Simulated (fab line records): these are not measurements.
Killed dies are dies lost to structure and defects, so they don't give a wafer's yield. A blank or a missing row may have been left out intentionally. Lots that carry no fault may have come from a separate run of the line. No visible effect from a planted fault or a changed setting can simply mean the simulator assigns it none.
fab line records    flow n5Finfet    part 1 of 2: steps 1 to 24 of 31
record: lots: 5  wafers: 15  lastDay: 20
route steps=1938 shown BEOL_M12@1613
lots that met no fault: taken from a fault-free run of the same line
startH: start of the lot's first displayed wafer, in hours after the record's first day    waitH: hours from the lot's prior step to this one    " identical to the entry in the row above    L1.1+2: a row that stands for several wafers    - either no value or no given start    * or withheld: withheld    < > ~ a bound
route shown NAME@n: names a module that has steps shown in the file, with the first one's number in the route    usual: the fault-free wafers' mean and standard deviation    same: alike in all rows    chamber/n: place in a boat    sites: readings site by site    _std_site: the standard deviation of these    _edge_site: outer sites' mean less inner sites'    radiusMm: how far each site lies from the wafer's centre    mask NAME#n: copy n    behind: the last tool/chamber to shape the wafer    hold: cause of the lot's hold/its duration in hours/its outcome    device: transistor that didn't switch, given as n, p or np    end of line: the route-end tests of the same wafers    for a step that has no rows: nothing shown but its recipe    killed: not the wafer's yield, but the dies lost to structure and defects at the first sort    map: per-die view of a wafer (x killed, . not killed, _ where there is no die)
set.NAME: the setting that was run; set.NAME@STEP: the one run at that earlier step    model.NAME: the simulator's own value behind a step, which no gauge read
a table for each step, a row for each wafer; lots at some steps of the route
services: a tool's chamber out of use, with start hour (startH, from the record's first day; less than 0 if before it), hours out, and reason
== steps ==
step: N5_BEOL_M12_OVL_MEAS_11
recipe: pointsPerWafer: 44
usual: V11_OVL: 5/5.1
lot.wafer  tool        chamber  startH  waitH  V11_OVL[nm]
L074.2     overlay-02  0        303.91  0.0    9
L074.4     "           0        "       "      10
L074.6     "           0        "       "      7
L081.1     overlay-01  0        345.88  0.0    7
L081.2     "           0        "       "      6
L081.3     "           0        "       "      1
L080.2     overlay-02  0        370.11  0.0    2
L080.3     "           0        "       "      2
L080.5     "           0        "       "      -8
L094.1     overlay-01  0        414.13  0.0    3
L094.4     "           0        "       "      1
L094.5     "           0        "       "      2
L096.3     overlay-01  0        439.25  0.0    8
L096.5     "           0        "       "      14
L096.6     "           0        "       "      0
step: N5_BEOL_M12_INSPECT_12
recipe: mode: adi  inspectInstrument: macro
usual: rawDefectCount: 2.1/1.5
lot.wafer  tool              chamber  startH  waitH  rawDefectCount
L074.2     defectInspect-01  -        303.93  0.0    4
L074.4     "                 -        "       "      4
L074.6     "                 -        "       "      1
L081.1     defectInspect-01  -        345.90  0.0    2
L081.2     "                 -        "       "      0
L081.3     "                 -        "       "      3
L080.2     defectInspect-01  -        370.14  0.0    2
L080.3     "                 -        "       "      1
L080.5     "                 -        "       "      1
L094.1     defectInspect-01  -        414.15  0.0    2
L094.4     "                 -        "       "      2
L094.5     "                 -        "       "      3
L096.3     defectInspect-02  -        439.28  0.0    2
L096.5     "                 -        "       "      3
L096.6     "                 -        "       "      0
step: N5_BEOL_M12_DESCUM_15
recipe: chemistry: O2  timeS: 7.9  sourcePowerW: 50  biasPowerW: 20  pressureMtorr: 20  rfFrequencyHz: 2.712e+07  tempC: 40  o2FlowSccm: 225
usual: biasPowerW: 19.99/0.063  drypumpMotorCurrentA: 5.7/0.55  oesProductAu: 0.82/0.096  rfVppV: 243.5/1.3  showerheadPlenumPTorr: 2.11/0.072  throttleValvePct: 20.41/0.25
lot.wafer  tool        chamber  startH  waitH  biasPowerW  drypumpMotorCurrentA  oesProductAu  rfHoursCounterH  rfVppV  showerheadPlenumPTorr  throttleValvePct
L074.2     rieDiel-03  0        303.97  0.0    19.95       5.2                   0.70          221              241.2   2.06                   20.05
L074.4     "           1        "       "      19.93       4.9                   0.83          98               244.6   2.19                   20.46
L074.6     "           1        "       "      19.89       4.9                   0.83          -                245.7   2.19                   20.48
L081.1     rieDiel-03  3        345.93  0.0    19.93       6.2                   0.70          238              242.4   2.07                   20.32
L081.2     "           2        "       "      19.96       6.5                   0.91          27               244.3   2.14                   20.27
L081.3     "           1        "       "      19.93       4.9                   0.80          112              246.6   2.19                   20.48
L080.2     rieDiel-04  2        370.17  0.0    20.00       5.3                   0.93          31               245.1   2.23                   20.41
L080.3     "           1        "       "      20.01       6.2                   0.73          179              242.4   2.09                   20.91
L080.5     "           2        "       "      20.16       5.3                   0.92          -                244.7   2.23                   20.39
L094.1     rieDiel-01  1        414.19  0.0    20.08       6.5                   0.85          77               241.4   2.04                   20.22
L094.4     "           2        "       "      19.91       5.2                   0.77          144              244.8   2.10                   20.77
L094.5     "           3        "       "      20.04       5.8                   0.94          -                241.2   2.05                   20.36
L096.3     rieDiel-01  2        439.34  0.1    19.92       5.2                   0.76          154              243.4   2.10                   20.79
L096.5     "           3        "       "      20.03       5.8                   0.92          -                241.6   2.04                   20.38
L096.6     "           0        "       "      20.05       6.0                   0.78          -                242.4   2.02                   20.38
step: N5_BEOL_M12_ETCH_59
recipe: chemistry: N2/H2  target: BARC  targetDepthA: 890  overetchA: 267  timeS: 67.9  ionEnergyEv: 200  pressureMtorr: 30  sourceW: 840  biasW: 150  n2FlowSccm: 200  h2FlowSccm: 200
usual: drypumpMotorCurrentA: 5.7/0.55  oesProductAu: 0.70/0.077  rfVppV: 524.6/2.5  showerheadPlenumPTorr: 2.57/0.088  throttleValvePct: 17.85/0.24
lot.wafer  tool        chamber  startH  waitH  drypumpMotorCurrentA  oesProductAu  rfHoursCounterH  rfVppV  showerheadPlenumPTorr  throttleValvePct
L074.2     rieDiel-03  0        304.01  0.0    5.2                   0.60          221              523.6   2.52                   17.62
L074.4     "           1        "       "      4.9                   0.70          98               528.5   2.67                   17.89
L074.6     "           1        "       "      4.9                   0.69          -                526.4   2.67                   17.90
L081.1     rieDiel-03  3        345.97  0.0    6.3                   0.61          238              522.3   2.51                   17.80
L081.2     "           2        "       "      6.5                   0.76          27               523.8   2.59                   17.65
L081.3     "           1        "       "      4.9                   0.68          112              528.3   2.67                   17.90
L080.2     rieDiel-04  2        370.21  0.0    5.3                   0.78          31               528.5   2.71                   17.81
L080.3     "           1        "       "      6.2                   0.63          179              523.1   2.53                   18.34
L080.5     "           2        "       "      5.3                   0.78          -                528.1   2.71                   17.82
L094.1     rieDiel-01  1        414.22  0.0    6.5                   0.72          77               520.9   2.46                   17.53
L094.4     "           2        "       "      5.2                   0.66          144              522.5   2.54                   18.21
L094.5     "           3        "       "      5.8                   0.80          -                521.8   2.49                   17.76
L096.3     rieDiel-01  2        439.38  0.0    5.2                   0.65          154              524.3   2.54                   18.24
L096.5     "           3        "       "      5.8                   0.77          -                523.6   2.48                   17.79
L096.6     "           0        "       "      6.0                   0.66          -                521.6   2.46                   17.93
step: N5_BEOL_M12_VIA_ETCH_16
recipe: chemistry: C4F8/O2/Ar  target: SiOC  pressureMtorr: 30  sourceW: 3000  biasW: 700  Ar_flow_sccm: 400  C4F8_flow_sccm: 15  O2_flow_sccm: 8  heInnerTorr: 15  heOuterTorr: 30  targetDepthA: 7248  timeS: withheld  ionEnergyEv: 250  ends: cleared
usual: drypumpMotorCurrentA: 5.7/0.55  oesProductAu: 0.74/0.086  rfVppV: 666/3.1  showerheadPlenumPTorr: 3.45/0.1  throttleValvePct: 24.17/0.23
lot.wafer  tool        chamber  startH  waitH  drypumpMotorCurrentA  oesProductAu  rfVppV  showerheadPlenumPTorr  throttleValvePct
L074.2     rieDiel-03  0        304.06  0.0    5.2                   0.63          663     3.40                   23.93
L074.4     "           1        "       "      4.9                   0.73          670     3.56                   24.20
L074.6     "           1        "       "      4.9                   0.74          672     3.56                   24.22
L081.1     rieDiel-03  3        346.02  0.0    6.3                   0.63          664     3.36                   23.98
L081.2     "           2        "       "      6.5                   0.81          667     3.48                   24.02
L081.3     "           1        "       "      4.9                   0.71          669     3.56                   24.22
L080.2     rieDiel-04  2        370.26  0.0    5.3                   0.83          670     3.61                   24.18
L080.3     "           1        "       "      6.2                   0.66          665     3.41                   24.68
L080.5     "           2        "       "      5.3                   0.82          670     3.61                   24.18
L094.1     rieDiel-01  1        414.27  0.0    6.5                   0.76          664     3.33                   23.95
L094.4     "           2        "       "      5.2                   0.70          666     3.42                   24.52
L094.5     "           3        "       "      5.8                   0.85          662     3.34                   24.10
L096.3     rieDiel-01  2        439.43  0.0    5.2                   0.69          665     3.42                   24.53
L096.5     "           3        "       "      5.8                   0.82          663     3.33                   24.10
L096.6     "           0        "       "      6.0                   0.70          662     3.31                   24.19
step: N5_BEOL_M12_STRIP_63
recipe: chemistry: N2/H2  powerW: 1000  tempC: 250  h2Frac: 0.65  overashFraction: 0.3  pressureMtorr: 1000  n2FlowSccm: 1750  h2FlowSccm: 3250
usual: drypumpMotorCurrentA: 5.7/0.44  heaterPowerW: 332/45  oesProductAu: 0.693/0.0046  stripTimeToEndpointS: 42.5/0.77
lot.wafer  tool            chamber  startH  waitH  drypumpMotorCurrentA  heaterPowerW  oesProductAu  rfHoursCounterH  stripTimeToEndpointS
L074.2     plasmaAsher-01  0        304.26  -      6.1                   270           0.690         69               43.4
L074.4     "               0        "       "      6.1                   272           0.703         -                41.8
L074.6     "               0        "       "      6.1                   272           0.698         -                42.6
L081.1     plasmaAsher-02  0        346.22  -      6.0                   398           0.685         151              42.7
L081.2     "               1        "       "      5.8                   300           0.696         151              41.9
L081.3     "               0        "       "      6.0                   386           0.691         -                41.8
L080.2     plasmaAsher-02  1        370.46  -      5.8                   305           0.696         155              43.4
L080.3     "               0        "       "      6.0                   387           0.686         -                41.9
L080.5     "               0        "       "      6.0                   389           0.688         -                42.5
L094.1     plasmaAsher-02  1        414.47  -      5.8                   309           0.690         165              41.9
L094.4     "               1        "       "      5.8                   312           0.693         -                41.2
L094.5     "               0        "       "      6.0                   397           0.693         -                42.4
L096.3     plasmaAsher-02  0        439.65  -      6.0                   402           0.692         -                43.5
L096.5     "               1        "       "      5.8                   302           0.697         -                43.0
L096.6     "               0        "       "      6.0                   393           0.690         -                42.8
step: N5_BEOL_M12_STRIP_64
recipe: chemistry: N2/H2  powerW: 1000  tempC: 250  h2Frac: 0.65  overashFraction: 0.3  pressureMtorr: withheld  n2FlowSccm: 1750  h2FlowSccm: 3250
usual: drypumpMotorCurrentA: 5.7/0.43  heaterPowerW: 331/45  oesProductAu: 0.714/0.0044  stripTimeToEndpointS: 31.32/0.083
lot.wafer  tool            chamber  startH  waitH  drypumpMotorCurrentA  heaterPowerW  oesProductAu  rfHoursCounterH  stripTimeToEndpointS
L074.2     plasmaAsher-01  0        304.32  0.0    6.1                   275           0.708         69               31.39
L074.4     "               0        "       "      6.1                   273           0.712         -                31.42
L074.6     "               0        "       "      6.1                   274           0.708         -                31.33
L081.1     plasmaAsher-02  0        346.28  0.0    6.0                   387           0.718         151              31.26
L081.2     "               1        "       "      5.8                   312           0.718         151              31.26
L081.3     "               0        "       "      6.0                   382           0.709         -                31.30
L080.2     plasmaAsher-02  1        370.52  0.0    5.8                   311           0.713         156              31.31
L080.3     "               0        "       "      6.1                   400           0.713         -                31.33
L080.5     "               0        "       "      6.0                   396           0.710         -                31.35
L094.1     plasmaAsher-02  1        414.53  0.0    5.8                   313           0.719         165              31.33
L094.4     "               1        "       "      5.8                   308           0.715         -                31.29
L094.5     "               0        "       "      6.0                   390           0.714         -                31.37
L096.3     plasmaAsher-02  0        439.71  0.0    6.0                   388           0.711         -                31.41
L096.5     "               1        "       "      5.8                   311           0.713         -                31.28
L096.6     "               0        "       "      6.0                   391           0.721         -                31.42
step: N5_BEOL_M12_STRIP_71
recipe: chemistry: postEtchResidueRemover  timeS: 60  tempC: 25  removerPh: withheld  removerWaterWtPct: withheld  removerFluorideWtPct: withheld
lot.wafer   tool         chamber  startH  waitH
L074.2+4+6  wetBench-01  5,2,0    304.40  0.1
L081.1+2+3  wetBench-02  7,5,6    346.37  0.1
L080.2+3+5  wetBench-01  1,7,5    370.60  0.1
L094.1+4+5  wetBench-01  5,7,4    414.62  0.1
L096.3+5+6  wetBench-03  3,1,0    439.77  0.0
step: N5_BEOL_M12_SRD_72
recipe: timeS: 30  tempC: 23  rinseLiquid: diw  dry: n2Spin  spinRpm: 1500  dryTimeS: 30
lot.wafer   tool         chamber  startH  waitH
L074.2+4+6  wetBench-01  5,2,0    304.42  0.0
L081.1+2+3  wetBench-02  7,5,6    346.39  0.0
L080.2+3+5  wetBench-01  1,7,5    370.62  0.0
L094.1+4+5  wetBench-01  5,7,4    414.64  0.0
L096.3+5+6  wetBench-03  3,1,0    439.79  0.0
step: N5_BEOL_M12_CD_MEAS_17
recipe: targetCdNm: 140  polarity: opening
usual: cdNm: 139.9/1.5
lot.wafer  tool      chamber  startH  waitH  cdNm
L074.2     cdSem-02  -        304.47  0.0    139.1
L074.4     "         -        "       "      140.7
L074.6     "         -        "       "      141.5
L081.1     cdSem-03  -        346.43  0.0    139.2
L081.2     "         -        "       "      140.4
L081.3     "         -        "       "      139.1
L080.2     cdSem-02  -        370.67  0.0    140.3
L080.3     "         -        "       "      139.6
L080.5     "         -        "       "      138.0
L094.1     cdSem-01  -        414.68  0.0    140.9
L094.4     "         -        "       "      141.2
L094.5     "         -        "       "      142.0
L096.3     cdSem-03  -        439.84  0.0    142.0
L096.5     "         -        "       "      143.2
L096.6     "         -        "       "      140.9
step: N5_BEOL_M12_COAT_65
recipe: resist: SOC  tempC: 250  timeS: 60  spinRpm: 1500  resistThkNm: 300
lot.wafer   tool           chamber  startH  waitH
L074.2+4+6  lithoTrack-03  0        304.51  0.0
L081.1+2+3  lithoTrack-03  0        346.46  0.0
L080.2+3+5  lithoTrack-01  0        370.70  0.0
L094.1+4+5  lithoTrack-01  0        414.72  0.0
L096.3+5+6  lithoTrack-01  0        439.87  0.0
step: N5_BEOL_M12_COAT_66
recipe: resist: SiARC  tempC: 220  timeS: 60  spinRpm: 1500  resistThkNm: 110
lot.wafer   tool           chamber  startH  waitH
L074.2+4+6  lithoTrack-03  0        -       -
L081.1+2+3  lithoTrack-03  0        -       -
L080.2+3+5  lithoTrack-01  0        -       -
L094.1+4+5  lithoTrack-01  0        -       -
L096.3+5+6  lithoTrack-01  0        -       -
step: N5_BEOL_M12_COAT_22
recipe: spinRpm: 2888  resistThkNm: 300
lot.wafer   tool           chamber  startH  waitH
L074.2+4+6  lithoTrack-03  0        -       -
L081.1+2+3  lithoTrack-03  0        -       -
L080.2+3+5  lithoTrack-01  0        -       -
L094.1+4+5  lithoTrack-01  0        -       -
L096.3+5+6  lithoTrack-01  0        -       -
step: N5_BEOL_M12_EBR_24
recipe: solvent: PGMEA  ebrWidthMm: 1.5
same: ebrWidthMm: 1.5
lot.wafer   tool           chamber  startH  waitH
L074.2+4+6  lithoTrack-03  0        -       -
L081.1+2+3  lithoTrack-03  0        -       -
L080.2+3+5  lithoTrack-01  0        -       -
L094.1+4+5  lithoTrack-01  0        -       -
L096.3+5+6  lithoTrack-01  0        -       -
step: N5_BEOL_M12_SOFTBAKE_23
recipe: tempC: 130  timeS: 60
lot.wafer   tool           chamber  startH  waitH
L074.2+4+6  lithoTrack-03  0        -       -
L081.1+2+3  lithoTrack-03  0        -       -
L080.2+3+5  lithoTrack-01  0        -       -
L094.1+4+5  lithoTrack-01  0        -       -
L096.3+5+6  lithoTrack-01  0        -       -
step: N5_BEOL_M12_EXPOSE_25
recipe: maskId: M12  na: 0.93  sourceShape: conventional  sigmaOuter: 0.4  polarization: unpolarized  doseMj: 21.8
lot.wafer   tool           chamber  startH  waitH  mask
L074.2+4+6  krfScanner-01  0        304.76  -      M12#0
L081.1+2+3  krfScanner-02  0        346.58  -      M12#0
L080.2+3+5  krfScanner-02  0        370.82  -      M12#0
L094.1+4+5  krfScanner-01  0        414.83  -      M12#0
L096.3+5+6  krfScanner-01  0        440.12  -      M12#0
step: N5_BEOL_M12_PEB_26
recipe: pebTempC: 130  pebTimeS: 90
same: pebTimeS: 90
lot.wafer   tool           chamber  startH  waitH
L074.2+4+6  lithoTrack-03  0        304.81  0.0
L081.1+2+3  lithoTrack-01  0        346.64  0.1
L080.2+3+5  lithoTrack-03  0        370.88  0.0
L094.1+4+5  lithoTrack-02  0        414.89  0.1
L096.3+5+6  lithoTrack-03  0        440.17  0.0
step: N5_BEOL_M12_DEVELOP_27
recipe: developTimeS: 45  rinseLiquid: diw  dry: airSpin  devTempC: 21
lot.wafer   tool           chamber  startH  waitH
L074.2+4+6  lithoTrack-03  0        -       -
L081.1+2+3  lithoTrack-01  0        -       -
L080.2+3+5  lithoTrack-03  0        -       -
L094.1+4+5  lithoTrack-02  0        -       -
L096.3+5+6  lithoTrack-03  0        -       -
step: N5_BEOL_M12_HARDBAKE_32
recipe: tempC: 130  timeS: 120
lot.wafer   tool           chamber  startH  waitH
L074.2+4+6  lithoTrack-03  0        -       -
L081.1+2+3  lithoTrack-01  0        -       -
L080.2+3+5  lithoTrack-03  0        -       -
L094.1+4+5  lithoTrack-02  0        -       -
L096.3+5+6  lithoTrack-03  0        -       -
step: N5_BEOL_M12_CD_MEAS_28
recipe: targetCdNm: 160.2  landingEnergyEv: 500  detector: seInlens  polarity: opening
usual: cdNm: 160.2/1.3
lot.wafer  tool      chamber  startH  waitH  cdNm
L074.2     cdSem-03  0        304.92  -      160.2
L074.4     "         0        "       "      160.6
L074.6     "         0        "       "      159.6
L081.1     cdSem-02  0        346.75  -      162.7
L081.2     "         0        "       "      160.9
L081.3     "         0        "       "      161.2
L080.2     cdSem-01  0        370.99  -      159.1
L080.3     "         0        "       "      160.7
L080.5     "         0        "       "      158.6
L094.1     cdSem-01  0        415.01  -      159.5
L094.4     "         0        "       "      159.6
L094.5     "         0        "       "      158.3
L096.3     cdSem-02  0        440.29  -      160.2
L096.5     "         0        "       "      160.1
L096.6     "         0        "       "      160.5
step: N5_BEOL_M12_OVL_MEAS_29
recipe: pointsPerWafer: 44
usual: M12_OVL: 6/5.1
lot.wafer  tool        chamber  startH  waitH  M12_OVL[nm]
L074.2     overlay-01  0        304.95  0.0    7
L074.4     "           0        "       "      9
L074.6     "           0        "       "      11
L081.1     overlay-02  0        346.78  0.0    5
L081.2     "           0        "       "      7
L081.3     "           0        "       "      7
L080.2     overlay-02  0        371.02  0.0    3
L080.3     "           0        "       "      9
L080.5     "           0        "       "      4
L094.1     overlay-01  0        415.04  0.0    -3
L094.4     "           0        "       "      -3
L094.5     "           0        "       "      -2
L096.3     overlay-02  0        440.32  0.0    -1
L096.5     "           0        "       "      3
L096.6     "           0        "       "      5
step: N5_BEOL_M12_INSPECT_30
recipe: mode: adi  inspectInstrument: macro
usual: rawDefectCount: 2.1/1.5
lot.wafer  tool              chamber  startH  waitH  rawDefectCount
L074.2     defectInspect-02  -        304.98  0.0    2
L074.4     "                 -        "       "      2
L074.6     "                 -        "       "      4
L081.1     defectInspect-01  -        346.81  0.0    4
L081.2     "                 -        "       "      2
L081.3     "                 -        "       "      2
L080.2     defectInspect-02  -        371.04  0.0    0
L080.3     "                 -        "       "      0
L080.5     "                 -        "       "      4
L094.1     defectInspect-01  -        415.06  0.0    2
L094.4     "                 -        "       "      1
L094.5     "                 -        "       "      2
L096.3     defectInspect-01  -        440.34  0.0    2
L096.5     "                 -        "       "      5
L096.6     "                 -        "       "      1
step: N5_BEOL_M12_DESCUM_33
recipe: chemistry: O2  timeS: 7.9  sourcePowerW: 50  biasPowerW: 20  pressureMtorr: 20  rfFrequencyHz: 2.712e+07  tempC: 40  o2FlowSccm: 225
usual: biasPowerW: 20.00/0.06  drypumpMotorCurrentA: 5.7/0.59  oesProductAu: 0.80/0.094  rfVppV: 243.6/1.2  showerheadPlenumPTorr: 2.12/0.065  throttleValvePct: 20.36/0.23
lot.wafer  tool        chamber  startH  waitH  biasPowerW  drypumpMotorCurrentA  oesProductAu  rfHoursCounterH  rfVppV  showerheadPlenumPTorr  throttleValvePct
L074.2     rieDiel-01  1        305.01  0.0    19.96       6.5                   0.90          37               242.1   2.05                   20.14
L074.4     "           3        "       "      20.01       5.8                   0.69          240              243.0   2.06                   20.64
L074.6     "           2        "       "      20.09       5.2                   0.81          -                243.6   2.12                   20.71
L081.1     rieDiel-03  3        347.05  0.2    20.01       6.2                   0.69          239              243.2   2.07                   20.32
L081.2     "           0        "       "      20.02       5.2                   0.69          232              241.2   2.05                   20.09
L081.3     "           1        "       "      20.08       4.8                   0.81          112              244.3   2.19                   20.51
L080.2     rieDiel-03  3        371.19  0.1    19.97       6.2                   0.69          246              243.8   2.06                   20.34
L080.3     "           1        "       "      20.03       4.9                   0.79          120              245.5   2.19                   20.53
L080.5     "           3        "       "      19.93       6.3                   0.68          -                242.1   2.06                   20.34
L094.1     rieDiel-04  2        415.09  0.0    20.09       5.3                   0.90          48               245.0   2.22                   20.44
L094.4     "           0        "       "      19.96       5.8                   0.89          28               245.6   2.23                   20.36
L094.5     "           0        "       "      19.94       5.7                   0.90          -                245.0   2.23                   20.37
L096.3     rieDiel-04  0        440.57  0.2    20.03       5.8                   0.87          37               244.9   2.22                   20.40
L096.5     "           3        "       "      19.99       6.1                   0.88          -                242.5   2.14                   20.11
L096.6     "           2        "       "      19.85       5.3                   0.88          -                244.9   2.22                   20.45
step: N5_BEOL_M12_ETCH_67
recipe: chemistry: CF4  target: SiARC  targetDepthA: 1430  timeS: 238.3  ionEnergyEv: 80  pressureMtorr: 40  sourceW: 545  biasW: 36  Ar_flow_sccm: 100  cf4FlowSccm: 100  ends: cleared
usual: cf4FlowSccm: 99.97/0.29  drypumpMotorCurrentA: 5.7/0.59  etchRfOnTimeS: 237/4.8  oesProductAu: 0.69/0.082  rfVppV: 184.5/1.1  showerheadPlenumPTorr: 2.17/0.061  throttleValvePct: 15.56/0.21
lot.wafer  tool        chamber  startH  waitH  cf4FlowSccm  drypumpMotorCurrentA  etchRfOnTimeS  oesProductAu  rfHoursCounterH  rfVppV  showerheadPlenumPTorr  throttleValvePct
L074.2     rieDiel-01  1        305.04  0.0    99.90        6.5                   234            0.76          37               183.9   2.10                   15.32
L074.4     "           3        "       "      100.26       5.8                   238            0.59          240              184.2   2.11                   15.89
L074.6     "           2        "       "      100.09       5.2                   238            0.69          -                184.2   2.16                   15.80
L081.1     rieDiel-03  3        347.08  0.0    99.66        6.2                   244            0.59          239              186.0   2.11                   15.56
L081.2     "           0        "       "      100.03       5.1                   243            0.59          232              182.3   2.12                   15.45
L081.3     "           1        "       "      100.21       4.9                   232            0.69          112              184.9   2.24                   15.72
L080.2     rieDiel-03  3        371.22  0.0    99.78        6.2                   247            0.58          246              183.5   2.11                   15.58
L080.3     "           1        "       "      99.65        4.9                   237            0.68          120              184.7   2.24                   15.73
L080.5     "           3        "       "      99.82        6.2                   245            0.58          -                184.3   2.11                   15.60
L094.1     rieDiel-04  2        415.13  0.0    100.10       5.3                   240            0.75          48               187.6   2.26                   15.59
L094.4     "           0        "       "      99.73        5.8                   232            0.77          28               186.5   2.27                   15.50
L094.5     "           0        "       "      100.09       5.8                   231            0.76          -                185.5   2.27                   15.49
L096.3     rieDiel-04  0        440.60  0.0    99.97        5.7                   231            0.76          37               186.5   2.27                   15.53
L096.5     "           3        "       "      99.89        6.0                   231            0.76          -                184.7   2.19                   15.24
L096.6     "           2        "       "      100.09       5.3                   235            0.74          -                184.9   2.26                   15.60
